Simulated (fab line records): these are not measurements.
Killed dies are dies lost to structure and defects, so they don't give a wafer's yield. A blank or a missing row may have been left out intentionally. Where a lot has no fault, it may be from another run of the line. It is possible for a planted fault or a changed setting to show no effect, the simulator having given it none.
Matching of chambers + flow nand_harc + NHARC_THIN_TSV_DEP_43 on pecvd-01 has 3 sister chambers
The step deposits SiO2, target thk 1328.5 nm. 3 wafers are shown with their chamber, then 9 later ones without.

EACH WAFER AND ITS CHAMBER
| wafer  | chamber | showerhead_vpp_V (V) |
|--------|---------|----------------------|
| L091.6 | 0       | 2028                 |
| L092.3 | 1       | 1805                 |
| L092.4 | 2       | 1888                 |

WAFERS WITH NO CHAMBER GIVEN
| wafer  | showerhead_vpp_V (V) |
|--------|----------------------|
| L096.3 | 1884                 |
| L096.4 | 1900                 |
| L096.6 | 1804                 |
| L095.1 | 1998                 |
| L095.2 | 1796                 |
| L095.3 | 1868                 |
| L097.2 | 1826                 |
| L097.3 | 2039                 |
| L097.4 | 1786                 |

EACH ONE'S CHAMBER
| wafer  | from the rows above | in truth |
|--------|---------------------|----------|
| L096.3 | 2                   | 2        |
| L096.4 | 2                   | 2        |
| L096.6 | 1                   | 1        |
| L095.1 | 0                   | 0        |
| L095.2 | 1                   | 1        |
| L095.3 | 2                   | 2        |
| L097.2 | 1                   | 1        |
| L097.3 | 0                   | 0        |
| L097.4 | 1                   | 1        |
9 of 9 placed correctly. Can't be placed from these rows: 0. Placed wrongly: 0.
How it was worked out, from the rows above alone: a wafer's distance from a chamber is the root of the sum, over the readings, of the square of ((its reading less the chamber's mean) divided by the reading's scatter). If the next closest chamber is less than 2 further off than the closest, the wafer can't be placed; otherwise it belongs to the closest. A chamber's mean is the mean of its shown wafers. The scatter: with one shown wafer a chamber, the root of the mean of the squares of how far each hidden wafer lies from its nearest shown one.
